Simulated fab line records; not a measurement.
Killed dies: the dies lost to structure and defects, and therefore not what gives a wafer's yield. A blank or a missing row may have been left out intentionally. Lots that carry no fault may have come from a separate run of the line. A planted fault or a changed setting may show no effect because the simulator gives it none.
fab line records | flow nand-harc
record: lots: 7 | wafers: 19 | last-day: 34
route steps=1302 shown A_CONTACT@1072 END@1302
lots that met no fault: taken from a fault-free run of the same line
start-h: hours from the record's opening day to when the first of the lot's shown wafers began | wait-h: how many hours have passed since the lot's step before this one | " unchanged from the row above | L1.1+2: one row covering several wafers at once | - no value present, or no start provided | * or withheld: withheld | < > ~ a bound
route shown NAME@n: NAME is a module with steps in the file, n the number in the route of the first one | usual: mean/standard deviation taken from wafers without a fault | same: alike in all rows | chamber/n: place in a boat | sites: the reading at each site | _std_site: how widely they spread, as a standard deviation | _edge_site: mean of outer sites minus mean of inner sites | radius-mm: how far each site lies from the wafer's centre | mask NAME#n: copy n | behind: the most recent tool/chamber to have shaped the wafer | hold: what put the lot on hold/how long, in hours/how the hold closed | device: names the non-switching transistor (n, p or np) | end of line: the tests these same wafers got at the end of their route | a step without rows: its recipe alone | killed: dies lost to structure and defects at the first sort, not the wafer's yield | map: dies across one wafer; x = killed, . = not, _ = none there
set.NAME: the setting that was run; set.NAME@STEP: the one run at that earlier step | model.NAME: the simulator's own value behind a step, which no gauge read
lots at selected steps of the route; one table per step, one row per wafer
services: from which hour (start-h, from the record's first day; less than 0 if before it) a tool's chamber was out of use, for how many hours, and why
== steps ==
step: NHARC_A_CONTACT_COAT_02
recipe: spin-rpm: 1500 | resist-thk-nm: 90
step: NHARC_A_CONTACT_SOFTBAKE_03
recipe: temp-c: 105 | time-s: 55
step: NHARC_A_CONTACT_EBR_04
step: NHARC_A_CONTACT_EXPOSE_05
recipe: na: 1.35 | sigma-outer: 0.8 | dose-mj: 84.24 | mask-id: A_CC
step: NHARC_A_CONTACT_PEB_06
recipe: peb-temp-c: 100 | peb-time-s: 65
step: NHARC_A_CONTACT_DEVELOP_07
recipe: develop-time-s: 35 | dev-temp-c: 23
step: NHARC_A_CONTACT_CD_MEAS_08
recipe: target-cd-nm: 200 | landing-energy-ev: 500
usual: cd-nm: 199.9/0.64
lot.wafer | tool      | chamber | start-h | wait-h | cd-nm
L162.3    | cd-sem-02 | 0       | 527.82  | -      | 200.1
L162.4    | "         | 0       | "       | "      | 200.3
L162.6    | "         | 0       | "       | "      | 200.4
L164.3    | cd-sem-01 | 0       | 533.12  | -      | 200.9
L164.5    | "         | 0       | "       | "      | 200.0
L164.6    | "         | 0       | "       | "      | 199.8
L171.1    | cd-sem-01 | 0       | 619.56  | -      | 199.3
L171.2    | "         | 0       | "       | "      | 199.5
L171.6    | "         | 0       | "       | "      | 199.7
L172.3    | cd-sem-02 | 0       | 624.19  | -      | 199.8
L172.4    | "         | 0       | "       | "      | 199.6
L174.3    | cd-sem-01 | 0       | 641.88  | -      | 199.1
L174.4    | "         | 0       | "       | "      | 200.1
L183.3    | cd-sem-02 | 0       | 726.27  | -      | 199.3
L183.4    | "         | 0       | "       | "      | 200.1
L183.6    | "         | 0       | "       | "      | 199.8
L182.2    | cd-sem-03 | 0       | 731.70  | -      | 199.9
L182.4    | "         | 0       | "       | "      | 200.1
L182.5    | "         | 0       | "       | "      | 200.5
step: NHARC_A_CONTACT_OVL_MEAS_09
usual: overlay-x-nm: 0.1/0.92 | overlay-y-nm: 0.1/0.96
lot.wafer | tool       | chamber | start-h | wait-h | overlay-x-nm | overlay-y-nm
L162.3    | overlay-02 | -       | 527.90  | -      | 0.4          | 0.1
L162.4    | "          | -       | "       | "      | 0.6          | 0.8
L162.6    | "          | -       | "       | "      | 0.8          | 1.3
L164.3    | overlay-02 | -       | 533.20  | -      | -0.4         | -0.7
L164.5    | "          | -       | "       | "      | -0.5         | -0.7
L164.6    | "          | -       | "       | "      | -1.1         | -0.9
L171.1    | overlay-02 | -       | 619.65  | -      | -1.2         | 0.7
L171.2    | "          | -       | "       | "      | -0.9         | 0.7
L171.6    | "          | -       | "       | "      | -1.2         | 0.8
L172.3    | overlay-02 | -       | 624.27  | -      | 1.1          | -0.8
L172.4    | "          | -       | "       | "      | 0.6          | -0.8
L174.3    | overlay-01 | -       | 641.96  | -      | -1.0         | 0.3
L174.4    | "          | -       | "       | "      | -1.0         | 0.0
L183.3    | overlay-02 | -       | 726.36  | -      | 0.0          | -1.0
L183.4    | "          | -       | "       | "      | -0.3         | -0.8
L183.6    | "          | -       | "       | "      | 0.2          | -1.2
L182.2    | overlay-01 | -       | 736.98  | -      | 0.3          | 1.5
L182.4    | "          | -       | "       | "      | 0.3          | 2.1
L182.5    | "          | -       | "       | "      | 0.7          | 1.8
step: NHARC_A_CONTACT_INSPECT_10
usual: raw-defect-count: 93/33
lot.wafer | tool              | chamber | start-h | wait-h | raw-defect-count
L162.3    | defect-inspect-02 | -       | 527.94  | 0.0    | 93
L162.4    | "                 | -       | "       | "      | 106
L162.6    | "                 | -       | "       | "      | 108
L164.3    | defect-inspect-02 | -       | 533.24  | 0.0    | 69
L164.5    | "                 | -       | "       | "      | 73
L164.6    | "                 | -       | "       | "      | 41
L171.1    | defect-inspect-01 | -       | 619.69  | 0.0    | 102
L171.2    | "                 | -       | "       | "      | 100
L171.6    | "                 | -       | "       | "      | 84
L172.3    | defect-inspect-01 | -       | 624.31  | 0.0    | 86
L172.4    | "                 | -       | "       | "      | 84
L174.3    | defect-inspect-02 | -       | 642.00  | 0.0    | 82
L174.4    | "                 | -       | "       | "      | 90
L183.3    | defect-inspect-02 | -       | 726.39  | 0.0    | 122
L183.4    | "                 | -       | "       | "      | 104
L183.6    | "                 | -       | "       | "      | 122
L182.2    | defect-inspect-02 | -       | 737.03  | 0.1    | 123
L182.4    | "                 | -       | "       | "      | 126
L182.5    | "                 | -       | "       | "      | 111
step: NHARC_A_CONTACT_DESCUM_13
recipe: time-s: 3 | o2-flow-sccm: 200 | ar-flow-sccm: 0 | bias-power-w: 0 | chemistry: O2
usual: drypump-motor-current-A: 5.89/0.3 | oes-product-au: 1.000/0.0099 | rf-vpp-V: 57.9/0.87 | showerhead-plenum-p-Torr: 1.94/0.077 | throttle-valve-pct: 11.312/0.0083
lot.wafer | tool        | chamber | start-h | wait-h | drypump-motor-current-A | oes-product-au | rf-hours-counter-h | rf-vpp-V | showerhead-plenum-p-Torr | throttle-valve-pct
L162.4    | rie-diel-04 | 2       | 528.00  | 0.1    | 6.01                    | 1.012          | 28                 | 57.1     | 2.01                     | 11.314
L162.3    | "           | 0       | "       | "      | 6.39                    | 0.993          | 31                 | 58.2     | 1.91                     | 11.318
L162.6    | "           | 3       | "       | "      | 5.97                    | 1.007          | -                  | 55.9     | 2.01                     | 11.330
L164.3    | rie-diel-08 | 0       | 533.30  | 0.1    | 5.35                    | 1.005          | 48                 | 57.3     | 1.93                     | 11.311
L164.6    | "           | 0       | "       | "      | 5.35                    | 1.002          | -                  | 58.8     | 1.93                     | 11.296
L164.5    | "           | 1       | "       | "      | 5.58                    | 0.997          | -                  | 57.0     | 1.97                     | 11.321
L171.2    | rie-diel-04 | 3       | 619.76  | 0.1    | 5.96                    | 0.994          | 12                 | 59.1     | 2.01                     | 11.294
L171.1    | "           | 0       | "       | "      | 6.37                    | 0.997          | 3                  | 57.7     | 1.91                     | 11.315
L171.6    | "           | 3       | "       | "      | 5.97                    | 0.999          | -                  | 59.3     | 2.01                     | 11.308
L172.3    | rie-diel-04 | 2       | 624.38  | 0.1    | 6.01                    | 0.995          | 12                 | 59.0     | 2.01                     | 11.317
L172.4    | "           | 3       | "       | "      | 5.98                    | 0.990          | 13                 | 59.6     | 2.01                     | 11.295
L174.3    | rie-diel-04 | 2       | 642.07  | 0.1    | 5.98                    | 0.997          | 15                 | 58.5     | 2.01                     | 11.311
L174.4    | "           | 3       | "       | "      | 5.97                    | 0.986          | 16                 | 58.0     | 2.01                     | 11.307
L183.3    | rie-diel-04 | 1       | 726.46  | 0.1    | 6.11                    | 0.990          | 2                  | 57.0     | 1.92                     | 11.307
L183.4    | "           | 3       | "       | "      | 5.97                    | 1.011          | 2                  | 57.4     | 2.00                     | 11.319
L183.6    | "           | 0       | "       | "      | 6.39                    | 0.994          | -                  | 58.0     | 1.91                     | 11.316
L182.4    | rie-diel-08 | 2       | 737.10  | 0.1    | 5.57                    | 1.004          | 1                  | 58.6     | 1.84                     | 11.310
L182.2    | "           | 0       | "       | "      | 5.35                    | 0.999          | 1                  | 57.5     | 1.91                     | 11.317
L182.5    | "           | 2       | "       | "      | 5.56                    | 1.009          | -                  | 58.0     | 1.84                     | 11.321
step: NHARC_A_CONTACT_ETCH_88
recipe: target-depth-a: 390 | over-etch-frac: 0.3 | time-s: 65 | ion-energy-ev: 80 | cf4-flow-sccm: 150 | ar-flow-sccm: 0 | rf-w: 300 | bias-w: 100 | chemistry: CF4
usual: drypump-motor-current-A: 5.9/0.3 | oes-product-au: 1.003/0.01 | rf-vpp-V: 151.6/1.1 | run-length-s: 86.2/0.48 | showerhead-plenum-p-Torr: 1.79/0.065 | throttle-valve-pct: 13.284/0.0087
lot.wafer | tool        | chamber | start-h | wait-h | drypump-motor-current-A | oes-product-au | rf-hours-counter-h | rf-vpp-V | run-length-s | showerhead-plenum-p-Torr | throttle-valve-pct
L162.4    | rie-diel-04 | 2       | 528.08  | 0.1    | 6.0                     | 1.017          | 28                 | 150.4    | 85.9         | 1.85                     | 13.279
L162.3    | "           | 0       | "       | "      | 6.4                     | 0.993          | 31                 | 151.2    | 86.3         | 1.77                     | 13.294
L162.6    | "           | 2       | "       | "      | 6.0                     | 1.013          | -                  | 152.7    | 85.8         | 1.85                     | 13.280
L164.3    | rie-diel-08 | 0       | 533.42  | 0.1    | 5.4                     | 0.995          | 48                 | 151.8    | 86.1         | 1.78                     | 13.291
L164.5    | "           | 2       | "       | "      | 5.6                     | 1.003          | -                  | 149.9    | 86.5         | 1.72                     | 13.282
L164.6    | "           | 3       | "       | "      | 5.9                     | 1.007          | -                  | 151.1    | 87.1         | 1.73                     | 13.285
L171.2    | rie-diel-04 | 2       | 619.83  | 0.1    | 6.0                     | 0.997          | 12                 | 150.9    | 86.3         | 1.85                     | 13.285
L171.1    | "           | 0       | "       | "      | 6.4                     | 0.984          | 3                  | 150.8    | 86.5         | 1.77                     | 13.279
L171.6    | "           | 3       | "       | "      | 6.0                     | 0.995          | -                  | 152.1    | 86.0         | 1.85                     | 13.265
L172.4    | rie-diel-04 | 2       | 624.46  | 0.1    | 6.0                     | 1.001          | 12                 | 151.5    | 86.0         | 1.85                     | 13.294
L172.3    | "           | 0       | "       | "      | 6.4                     | 0.982          | 3                  | 150.3    | 86.9         | 1.77                     | 13.277
L174.3    | rie-diel-04 | 0       | 642.14  | 0.1    | 6.4                     | 0.998          | 8                  | 151.0    | 86.2         | 1.77                     | 13.269
L174.4    | "           | 1       | "       | "      | 6.1                     | 1.000          | 16                 | 151.2    | 86.5         | 1.78                     | 13.279
L183.3    | rie-diel-04 | 3       | 726.54  | 0.1    | 6.0                     | 1.002          | 2                  | 151.9    | 85.9         | 1.84                     | 13.289
L183.4    | "           | 0       | "       | "      | 6.4                     | 0.994          | 2                  | 152.7    | 86.7         | 1.76                     | 13.286
L183.6    | "           | 0       | "       | "      | 6.4                     | 0.989          | -                  | 151.4    | 86.8         | 1.76                     | 13.295
L182.2    | rie-diel-08 | 1       | 737.20  | 0.1    | 5.6                     | 0.995          | 1                  | 151.3    | 86.3         | 1.80                     | 13.295
L182.4    | "           | 3       | "       | "      | 5.8                     | 1.017          | 1                  | 150.8    | 87.0         | 1.72                     | 13.288
L182.5    | "           | 2       | "       | "      | 5.6                     | 1.011          | -                  | 151.7    | 87.1         | 1.71                     | 13.291
step: NHARC_A_CONTACT_ETCH_89
recipe: target-depth-a: 2600 | over-etch-frac: 0.3 | time-s: 475.3 | ion-energy-ev: 200 | n2-flow-sccm: 150 | h2-flow-sccm: 150 | ar-flow-sccm: 0 | rf-w: 400 | bias-w: 150 | chemistry: N2/H2
usual: drypump-motor-current-A: 5.89/0.3 | oes-product-au: 1.002/0.0096 | rf-vpp-V: 431.4/2.5 | run-length-s: 496.6/0.45 | showerhead-plenum-p-Torr: 2.07/0.084 | throttle-valve-pct: 14.172/0.0091
lot.wafer | tool        | chamber | start-h | wait-h | drypump-motor-current-A | oes-product-au | rf-hours-counter-h | rf-vpp-V | run-length-s | showerhead-plenum-p-Torr | throttle-valve-pct
L162.3    | rie-diel-04 | 2       | -       | -      | 6.01                    | 0.996          | 28                 | 433.9    | 496.4        | 2.15                     | 14.161
L162.4    | "           | 3       | "       | "      | 5.98                    | 0.992          | 22                 | 434.5    | 496.4        | 2.15                     | 14.153
L162.6    | "           | 3       | "       | "      | 5.98                    | 1.001          | -                  | 434.5    | 496.3        | 2.15                     | 14.171
L164.3    | rie-diel-08 | 0       | -       | -      | 5.36                    | 1.009          | 48                 | 431.3    | 495.7        | 2.06                     | 14.195
L164.6    | "           | 2       | "       | "      | 5.59                    | 0.993          | -                  | 429.5    | 496.8        | 1.98                     | 14.176
L164.5    | "           | 3       | "       | "      | 5.86                    | 1.012          | -                  | 428.8    | 497.3        | 1.99                     | 14.166
L171.1    | rie-diel-04 | 2       | -       | -      | 6.02                    | 0.990          | 12                 | 434.5    | 496.3        | 2.15                     | 14.187
L171.2    | "           | 3       | "       | "      | 5.97                    | 0.996          | 12                 | 431.3    | 496.3        | 2.14                     | 14.158
L171.6    | "           | 2       | "       | "      | 6.01                    | 0.995          | -                  | 433.4    | 496.4        | 2.14                     | 14.159
L172.3    | rie-diel-04 | 1       | -       | -      | 6.13                    | 1.007          | 12                 | 433.0    | 496.7        | 2.05                     | 14.173
L172.4    | "           | 3       | "       | "      | 5.99                    | 1.005          | 13                 | 432.6    | 496.4        | 2.14                     | 14.168
L174.4    | rie-diel-04 | 3       | -       | -      | 5.98                    | 0.988          | 16                 | 432.5    | 496.4        | 2.14                     | 14.174
L174.3    | "           | 1       | "       | "      | 6.12                    | 1.004          | 16                 | 430.4    | 496.7        | 2.05                     | 14.168
L183.3    | rie-diel-04 | 2       | -       | -      | 6.02                    | 0.998          | 2                  | 433.3    | 496.4        | 2.14                     | 14.175
L183.4    | "           | 3       | "       | "      | 5.97                    | 1.015          | 2                  | 432.6    | 496.7        | 2.14                     | 14.172
L183.6    | "           | 1       | "       | "      | 6.15                    | 1.006          | -                  | 430.9    | 496.1        | 2.05                     | 14.186
L182.2    | rie-diel-08 | 1       | -       | -      | 5.60                    | 1.007          | 1                  | 430.9    | 496.4        | 2.08                     | 14.158
L182.4    | "           | 3       | "       | "      | 5.81                    | 1.013          | 1                  | 429.5    | 497.3        | 1.97                     | 14.177
L182.5    | "           | 1       | "       | "      | 5.63                    | 1.002          | -                  | 432.3    | 496.3        | 2.08                     | 14.159
step: NHARC_A_CONTACT_ETCH_30
recipe: target-depth-a: 726 | time-s: 36.3 | cf4-flow-sccm: 100 | chf3-flow-sccm: 30 | ar-flow-sccm: 0 | rf-w: 500 | bias-w: 200 | chemistry: CF4/CHF3
usual: drypump-motor-current-A: 5.89/0.3 | oes-product-au: 0.932/0.018 | rf-vpp-V: 371.3/2 | run-length-s: 57.5/0.48 | showerhead-plenum-p-Torr: 1.60/0.06 | throttle-valve-pct: 16.804/0.0092
lot.wafer | tool        | chamber | start-h | wait-h | drypump-motor-current-A | oes-product-au | rf-hours-counter-h | rf-vpp-V | run-length-s | showerhead-plenum-p-Torr | throttle-valve-pct
L162.4    | rie-diel-04 | 0       | 528.52  | -      | 6.38                    | 0.918          | 31                 | 371.7    | 57.8         | 1.57                     | 16.801
L162.3    | "           | 3       | "       | "      | 5.96                    | 0.932          | 23                 | 373.1    | 57.9         | 1.65                     | 16.795
L162.6    | "           | 0       | "       | "      | 6.40                    | 0.918          | -                  | 372.1    | 57.7         | 1.57                     | 16.821
L164.3    | rie-diel-08 | 3       | 534.01  | -      | 5.83                    | 0.932          | 55                 | 370.7    | 58.5         | 1.54                     | 16.785
L164.6    | "           | 0       | "       | "      | 5.36                    | 0.919          | -                  | 370.8    | 56.7         | 1.59                     | 16.793
L164.5    | "           | 1       | "       | "      | 5.62                    | 0.920          | -                  | 371.6    | 57.4         | 1.62                     | 16.816
L171.1    | rie-diel-04 | 3       | 620.28  | -      | 5.97                    | 0.928          | 12                 | 372.6    | 49.4         | 1.65                     | 16.811
L171.2    | "           | 0       | "       | "      | 6.39                    | 0.964          | 3                  | 372.2    | 58.0         | 1.57                     | 16.794
L171.6    | "           | 2       | "       | "      | 6.01                    | 0.915          | -                  | 373.5    | 57.2         | 1.65                     | 16.787
L172.3    | rie-diel-04 | 0       | 624.89  | -      | 6.39                    | 0.921          | 4                  | 369.9    | 57.7         | 1.57                     | 16.794
L172.4    | "           | 3       | "       | "      | 5.98                    | 0.918          | 13                 | 374.5    | 49.4         | 1.65                     | 16.808
L174.3    | rie-diel-04 | 2       | 642.59  | -      | 6.00                    | 0.925          | 16                 | 372.2    | 57.8         | 1.65                     | 16.808
L174.4    | "           | 0       | "       | "      | 6.40                    | 0.916          | 8                  | 370.4    | 50.0         | 1.57                     | 16.793
L183.3    | rie-diel-04 | 3       | 727.02  | -      | 5.98                    | 0.982          | 2                  | 371.7    | 57.9         | 1.64                     | 16.822
L183.4    | "           | 1       | "       | "      | 6.11                    | 0.952          | 3                  | 371.1    | 57.2         | 1.58                     | 16.804
L183.6    | "           | 3       | "       | "      | 5.95                    | 0.983          | -                  | 371.5    | 57.2         | 1.64                     | 16.784
L182.4    | rie-diel-08 | 3       | 737.70  | -      | 5.85                    | 0.968          | 1                  | 369.5    | 58.5         | 1.53                     | 16.798
L182.2    | "           | 0       | "       | "      | 5.35                    | 0.980          | 1                  | 369.6    | 56.9         | 1.57                     | 16.797
L182.5    | "           | 2       | "       | "      | 5.59                    | 0.944          | -                  | 367.7    | 57.7         | 1.52                     | 16.793
step: NHARC_A_CONTACT_ETCH_31
recipe: target-depth-a: 28000 | over-etch-frac: 0.3 | time-s: 728 | ion-energy-ev: 150 | o2-flow-sccm: 400 | cos-flow-sccm: 20 | ar-flow-sccm: 0 | rf-w: 500 | bias-w: 300 | chemistry: O2/COS
usual: drypump-motor-current-A: 5.92/0.29 | oes-product-au: 1.003/0.0098 | rf-vpp-V: 314.8/1.8 | run-length-s: 749.2/0.49 | showerhead-plenum-p-Torr: 3.16/0.12 | throttle-valve-pct: 28.330/0.0088
lot.wafer | tool        | chamber | start-h | wait-h | drypump-motor-current-A | oes-product-au | rf-hours-counter-h | rf-vpp-V | run-length-s | showerhead-plenum-p-Torr | throttle-valve-pct
L162.4    | rie-diel-04 | 1       | -       | -      | 6.14                    | 1.013          | 32                 | 314.0    | 748.9        | 3.15                     | 28.346
L162.3    | "           | 2       | "       | "      | 6.00                    | 1.005          | 29                 | 317.7    | 749.5        | 3.28                     | 28.334
L162.6    | "           | 1       | "       | "      | 6.12                    | 1.006          | -                  | 315.4    | 749.3        | 3.15                     | 28.341
L164.3    | rie-diel-08 | 0       | -       | -      | 5.35                    | 1.010          | 48                 | 315.4    | 748.8        | 3.15                     | 28.323
L164.6    | "           | 2       | "       | "      | 5.60                    | 1.000          | -                  | 313.3    | 749.5        | 3.04                     | 28.317
L164.5    | "           | 3       | "       | "      | 5.81                    | 1.006          | -                  | 314.0    | 749.9        | 3.06                     | 28.326
L171.2    | rie-diel-04 | 0       | -       | -      | 6.40                    | 1.002          | 3                  | 313.2    | 749.4        | 3.12                     | 28.335
L171.1    | "           | 1       | "       | "      | 6.13                    | 1.004          | 12                 | 314.7    | 748.9        | 3.14                     | 28.325
L171.6    | "           | 3       | "       | "      | 5.99                    | 0.994          | -                  | 316.6    | 749.0        | 3.27                     | 28.333
L172.3    | rie-diel-04 | 1       | -       | -      | 6.14                    | 0.992          | 12                 | 313.3    | 748.8        | 3.14                     | 28.330
L172.4    | "           | 3       | "       | "      | 5.99                    | 1.004          | 13                 | 317.2    | 749.3        | 3.27                     | 28.340
L174.3    | rie-diel-04 | 0       | -       | -      | 6.38                    | 0.994          | 8                  | 315.0    | 749.8        | 3.12                     | 28.347
L174.4    | "           | 2       | "       | "      | 5.99                    | 0.988          | 16                 | 315.9    | 749.1        | 3.27                     | 28.324
L183.3    | rie-diel-04 | 1       | -       | -      | 6.13                    | 0.991          | 3                  | 314.2    | 748.9        | 3.13                     | 28.333
L183.4    | "           | 2       | "       | "      | 6.01                    | 0.994          | 2                  | 315.2    | 749.0        | 3.26                     | 28.341
L183.6    | "           | 1       | "       | "      | 6.14                    | 1.001          | -                  | 315.1    | 749.6        | 3.13                     | 28.337
L182.2    | rie-diel-08 | 2       | -       | -      | 5.61                    | 1.012          | 1                  | 311.8    | 749.9        | 3.01                     | 28.329
L182.4    | "           | 3       | "       | "      | 5.82                    | 1.015          | 1                  | 312.3    | 750.0        | 3.03                     | 28.341
L182.5    | "           | 2       | "       | "      | 5.62                    | 1.009          | -                  | 311.7    | 749.6        | 3.01                     | 28.329
step: NHARC_END_SORT_01
recipe: temp-c: 25
usual: killed-at-array: 41/10 | killed-at-other: 0.8/0.91 | killed-at-periphery: 4.2/2.9 | killed-dies: 46/10 | killed-open: 3.5/2.1 | killed-short: 2.5/1.6
same: gross-dies: 677
lot.wafer | tool      | chamber | start-h | wait-h | killed-at-array | killed-at-other | killed-at-periphery | killed-dies | killed-open | killed-short
L171.1    | prober-01 | 0       | 672.79  | 2.5    | 266             | 1               | 5                   | 272         | 4           | 4
killed by level:class
L171.1 A_CONTACT:area-etch=233 A_SLIT:chamber-film-flake=13 A_DECK1_JOINT:chamber-film-flake=3 A_CHANNEL_HOLE_D2:chamber-film-flake=3 A_WL_FILL:chamber-film-flake=3 P_BONDPAD:chamber-film-flake=2 A_CONTACT:chamber-film-flake=2 P_CONTACT:geometric-particle:open=1
== services ==
tool        | chamber | start-h | hours | kind
rie-diel-04 | 0       | 511.24  | -     | clean
rie-diel-04 | 1       | 511.24  | -     | clean
rie-diel-04 | 2       | 511.24  | -     | clean
rie-diel-04 | 3       | 511.24  | -     | clean
rie-diel-04 | -       | 531.99  | 9.0   | pm
rie-diel-04 | 0       | 531.99  | 9.0   | vent-cycle
rie-diel-04 | 1       | 531.99  | 9.0   | vent-cycle
rie-diel-04 | 2       | 531.99  | 9.0   | vent-cycle
rie-diel-04 | 3       | 531.99  | 9.0   | vent-cycle
rie-diel-04 | 0       | 540.99  | -     | clean
rie-diel-04 | 1       | 540.99  | -     | clean
rie-diel-04 | 2       | 540.99  | -     | clean
rie-diel-04 | 2       | 540.99  | -     | consumable-replace:focus-ring
rie-diel-04 | 3       | 540.99  | -     | clean
rie-diel-08 | -       | 548.91  | 9.0   | pm
rie-diel-04 | 1       | 562.54  | 2.9   | repair
rie-diel-04 | 0       | 565.49  | -     | clean
rie-diel-04 | 1       | 565.49  | -     | clean
rie-diel-04 | 2       | 565.49  | -     | clean
rie-diel-04 | 3       | 565.49  | -     | clean
rie-diel-04 | 0       | 572.98  | 42.3  | repair
rie-diel-04 | 1       | 589.99  | -     | clean
rie-diel-04 | -       | 708.99  | 9.0   | pm
rie-diel-08 | -       | 725.94  | 9.0   | pm
== key ==
first-sign: step: NHARC_A_CONTACT_ETCH_30 | reading: run-length-s | direction: down | sigmas: 16 | usual: * | struck: *
effect: step: NHARC_END_SORT_01 | reading: killed-dies | direction: up | sigmas: 22 | usual: 46 | struck: 272
more-kills-born-at: NHARC_A_CONTACT_ETCH_30@rie-diel-04: 233
met-at NHARC_A_CONTACT_ETCH_30
struck-wafers L171.1,L172.4,L174.4
sort-left-out L172.4,L174.4
tester-left-out L171,L172,L174
onset-between 528.52 620.28
fault: kind: process-parameter-drift | tool: rie-diel-04 | chamber: - | onset-h: 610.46 | steps: NHARC_A_CONTACT_ETCH_30 | channel: time-s | offset: * | shape: step | end-h: 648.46 | scope: struck-wafers-only | acts-in: * | stated: *
tester-left-out: of these lots the tester's yield and bins aren't shown, on N5 and GAA mostly nor the transistor test; their killed dies are dies lost to structure and defects alone, not to doping, threshold or leakage, so they don't give the yield
sort-left-out: the simulated sort isn't trusted on such a fault, so these wafers' sort isn't shown, and their yield isn't known
